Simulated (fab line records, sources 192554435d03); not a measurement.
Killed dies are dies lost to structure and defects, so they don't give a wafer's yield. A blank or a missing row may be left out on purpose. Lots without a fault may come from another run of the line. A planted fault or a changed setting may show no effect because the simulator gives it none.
Chamber matching | flow n5_finfet | N5_BEOL_M5_CO_CAP_78 on cvd_co-01: 3 sister chambers
The step material Co, precursor CCTBA/H2, target thk 2 nm, time 102.1 s. 6 wafers are shown with their chamber, then 7 later ones without.

WAFERS WITH THEIR CHAMBER
wafer  | chamber | heater_power_w (W)
L080.6 | 0       | 231
L084.1 | 1       | 230
L084.5 | 0       | 233
L084.6 | 2       | 190
L087.2 | 2       | 189
L087.5 | 1       | 228

WAFERS WITHOUT THEIR CHAMBER
wafer  | heater_power_w (W)
L087.6 | 229
L088.1 | 224
L088.2 | 191
L088.6 | 229
L086.1 | 232
L086.3 | 192
L086.4 | 187

WHICH CHAMBER EACH WENT THROUGH
wafer  | from the rows above | in truth
L087.6 | 1                   | 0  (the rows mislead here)
L088.1 | 1                   | 1
L088.2 | 2                   | 2
L088.6 | 1                   | 1
L086.1 | 0                   | 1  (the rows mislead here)
L086.3 | 2                   | 2
L086.4 | 2                   | 2
Placed correctly: 5 of 7. Can't be placed from these rows: 0. Placed wrongly: 2.
How it was worked out, from the rows above alone: a wafer's distance from a chamber is the root of the sum, over the readings, of the square of ((its reading less the chamber's mean) divided by the reading's scatter). The wafer belongs to the nearest chamber; if the next one is less than 2 further off, it can't be placed. A chamber's mean is the mean of its shown wafers. The scatter: the root of (the sum of the squares of (reading less its chamber's mean) over the shown wafers, divided by (wafers less chambers)).
